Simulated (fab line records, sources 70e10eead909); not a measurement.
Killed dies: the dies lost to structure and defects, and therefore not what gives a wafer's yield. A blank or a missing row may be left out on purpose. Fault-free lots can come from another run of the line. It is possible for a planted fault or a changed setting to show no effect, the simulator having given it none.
Code-filled problem report in 8D (eight disciplines) form | flow nandHarc | the parts of the form that need people (team, actions taken, sign-off) are left out

1. THE PROBLEM
killedAtPeriphery at NHARC_END_SORT_01 reads a mean of 648.2 on 9 wafers of 3 lots; wafers without a fault read 3.8 with a standard deviation of 2.1. That is +99 or more standard deviations from the usual mean.
Earliest sighting: wafer L680.2 on prober-01 at day 22 00:01. The record has a number at this step for 9 wafers belonging to 3 lots. By rule, "out" or "out of limits" means more than 4 standard deviations away from the usual mean. Any other wafer with a number is counted as sound.

2. WHAT THIS IS AND IS NOT
question                    | is                            | is not
which readings at this step | killedAtPeriphery, killedDies | killedAtArray, killedAtOther, killedOpen
which lots                  | L679, L680, L681              | -
which wafers of those lots  | all that have a number        | -
read on which gauges        | prober-01, prober-02          | -
when                        | from day 22 00:01             | up to then (0 sound wafers)

3. WHAT RULES OUT EACH SUSPECT
Counting: a tool at any process step up to the reading remains a suspect when it ran all the lots that are out and ran no sound lot after the first of those.
- ruled out: the gauge at NHARC_END_SORT_01. Those wafers that are out were read across 2 gauges (prober-01, prober-02).
- lpcvd-02 at NHARC_P_STI_HM_DEP_30 (deposits Si3N4, target thk 80 nm, time 873 s): kept. It ran every lot that is out, first L679 (day 4 09:46), and no sound lot after that.
Left after counting: lpcvd-02 at NHARC_P_STI_HM_DEP_30.

4. THE CAUSE (what the simulator had put in)
At NHARC_P_STI_HM_DEP_30, the step was skipped entirely on lpcvd-02 from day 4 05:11 on. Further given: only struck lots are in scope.
After counting, this tool was the only one left.

5. THE EFFECT CHAIN, in route order
Each row: a reading where the mean over the struck wafers with a number is more than 3 standard deviations away from the usual. Only readings whose record carries a usual standard deviation are examined. hours: median over the lots of the time between each lot's start at the first step of this table that gives one and its start at this step. sigmas: the change, counted in usual standard deviations.
hours | step              | reading           | usual | on struck wafers | change | sigmas
0     | NHARC_END_SORT_01 | killedAtPeriphery | 3.8   | 648.2            | +644.4 | +99 or more
0     | NHARC_END_SORT_01 | killedDies        | 33    | 677              | +644   | +72
Readings that are blank on the struck wafers while sound wafers have them: pressureMtorr at NHARC_P_STI_HM_DEP_30; runLengthS at NHARC_P_STI_HM_DEP_30; spikeTcCentreC at NHARC_P_STI_HM_DEP_30; spikeTcLowerC at NHARC_P_STI_HM_DEP_30.

6. WHAT WOULD HAVE CAUGHT IT SOONER
In this record the first reading out of limits at a measuring or inspecting step was taken at day 22 00:01, 427 hours after the fault began at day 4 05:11.
At NHARC_P_STI_HM_DEP_30 the tool's readings are blank on the struck wafers, where sound wafers have them: an empty tool record is the first sign, and it was there at once.
Lots out: 3; all had begun NHARC_P_STI_HM_DEP_30 on lpcvd-02 by day 22 00:01. Holding the tool at that point would not have protected any of them.
